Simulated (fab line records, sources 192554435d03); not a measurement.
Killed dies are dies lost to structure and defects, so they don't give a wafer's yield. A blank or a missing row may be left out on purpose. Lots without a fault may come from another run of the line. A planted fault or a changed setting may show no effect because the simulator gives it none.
Chamber matching | flow n5_finfet | N5_BEOL_M3_ALD_84 on ald_metal-04: 4 sister chambers
The step deposits TaN, pulse time 2 s, purge time 3 s, co reactant purge time 2 s. 14 wafers are shown with their chamber, then 7 later ones without.

WAFERS WITH THEIR CHAMBER
wafer  | chamber | heater_power_w (W)
L074.4 | 0       | 437
L074.5 | 0       | 442
L074.6 | 3       | 420
L079.1 | 0       | 427
L079.4 | 3       | 417
L079.5 | 1       | 468
L088.2 | 2       | 431
L088.3 | 1       | 475
L088.4 | 3       | 428
L090.1 | 1       | 474
L090.3 | 3       | 420
L090.4 | 0       | 435
L092.4 | 2       | 432
L092.5 | 3       | 418

SIGNATURES (means of the wafers above)
reading        | chamber 0 | chamber 1 | chamber 2 | chamber 3 | scatter within a chamber
heater_power_w | 435.25    | 472.33    | 431.50    | 420.60    | 4.7
Rule: a wafer's distance from a chamber is the root of the sum, over the readings, of the square of ((its reading less the chamber's mean) divided by the reading's scatter). The wafer belongs to the nearest chamber; if the next one is less than 2 further off, it can't be placed. The scatter: the root of (the sum of the squares of (reading less its chamber's mean) over the shown wafers, divided by (wafers less chambers)).

WAFERS WITHOUT THEIR CHAMBER
wafer  | heater_power_w (W)
L092.6 | 441
L095.2 | 438
L095.3 | 477
L095.6 | 437
L096.3 | 406
L096.4 | 480
L096.5 | 441

WHICH CHAMBER EACH WENT THROUGH
wafer  | from the rows above     | in truth
L092.6 | can't be placed: 0 or 2 | 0
L095.2 | can't be placed: 0 or 2 | 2
L095.3 | 1                       | 1
L095.6 | can't be placed: 0 or 2 | 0
L096.3 | 3                       | 3
L096.4 | 1                       | 1
L096.5 | can't be placed: 0 or 2 | 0
Placed correctly: 3 of 7. Can't be placed from these rows: 4 (the true chamber is among the candidates in 4). Placed wrongly: 0.
